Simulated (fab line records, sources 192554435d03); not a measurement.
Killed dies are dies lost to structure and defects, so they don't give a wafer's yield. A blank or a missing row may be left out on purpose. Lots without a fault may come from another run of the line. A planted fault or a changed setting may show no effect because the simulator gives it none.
Chamber matching | flow n5_finfet | N5_BEOL_M7_ETCH_65 on rie_diel-06: 4 sister chambers
The step etches SiARC in CF4, target depth 15.6 nm, time 26 s. 18 wafers are shown with their chamber, then 9 later ones without.

WAFERS WITH THEIR CHAMBER
wafer  | chamber | drypump_motor_current_A (A) | showerhead_plenum_p_Torr (Torr) | throttle_valve_pct (%)
L074.1 | 0       | 5.5                         | 2.06                            | 15.82
L074.5 | 3       | 6.7                         | 2.19                            | 15.38
L074.6 | 0       | 5.5                         | 2.06                            | 15.81
L077.1 | 0       | 5.5                         | 2.06                            | 15.83
L077.2 | 3       | 6.8                         | 2.18                            | 15.39
L077.6 | 2       | 5.7                         | 2.06                            | 15.98
L078.1 | 0       | 5.5                         | 2.06                            | 15.82
L078.4 | 1       | 5.4                         | 2.18                            | 15.67
L078.6 | 1       | 5.4                         | 2.18                            | 15.67
L083.1 | 0       | 5.5                         | 2.05                            | 15.84
L083.2 | 3       | 6.8                         | 2.18                            | 15.42
L083.6 | 2       | 5.7                         | 2.06                            | 16.00
L084.1 | 0       | 5.5                         | 2.05                            | 15.84
L084.2 | 3       | 6.7                         | 2.18                            | 15.42
L084.4 | 1       | 5.3                         | 2.17                            | 15.68
L085.1 | 3       | 6.8                         | 2.18                            | 15.43
L085.2 | 1       | 5.3                         | 2.17                            | 15.68
L085.4 | 0       | 5.5                         | 2.05                            | 15.86

SIGNATURES (means of the wafers above)
reading                  | chamber 0 | chamber 1 | chamber 2 | chamber 3 | scatter within a chamber
drypump_motor_current_A  | 5.500     | 5.350     | 5.700     | 6.760     | 0.0396
showerhead_plenum_p_Torr | 2.0557    | 2.1750    | 2.0600    | 2.1820    | 0.00501
throttle_valve_pct       | 15.8314   | 15.6750   | 15.9900   | 15.4080   | 0.0166
Rule: a wafer's distance from a chamber is the root of the sum, over the readings, of the square of ((its reading less the chamber's mean) divided by the reading's scatter). The wafer belongs to the nearest chamber; if the next one is less than 2 further off, it can't be placed. The scatter: the root of (the sum of the squares of (reading less its chamber's mean) over the shown wafers, divided by (wafers less chambers)).

WAFERS WITHOUT THEIR CHAMBER
wafer  | drypump_motor_current_A (A) | showerhead_plenum_p_Torr (Torr) | throttle_valve_pct (%)
L089.1 | 5.7                         | 2.06                            | 16.03
L089.4 | 5.4                         | 2.17                            | 15.69
L089.6 | 5.7                         | 2.06                            | 16.01
L092.1 | 5.3                         | 2.17                            | 15.71
L092.3 | 5.7                         | 2.05                            | 16.05
L092.6 | 5.3                         | 2.17                            | 15.73
L095.2 | 5.3                         | 2.17                            | 15.73
L095.3 | 6.8                         | 2.17                            | 15.46
L095.6 | 5.6                         | 2.05                            | 16.05

WHICH CHAMBER EACH WENT THROUGH
wafer  | from the rows above | in truth
L089.1 | 2                   | 2
L089.4 | 1                   | 1
L089.6 | 2                   | 2
L092.1 | 1                   | 1
L092.3 | 2                   | 2
L092.6 | 1                   | 1
L095.2 | 1                   | 1
L095.3 | 3                   | 3
L095.6 | 2                   | 2
Placed correctly: 9 of 9. Can't be placed from these rows: 0. Placed wrongly: 0.
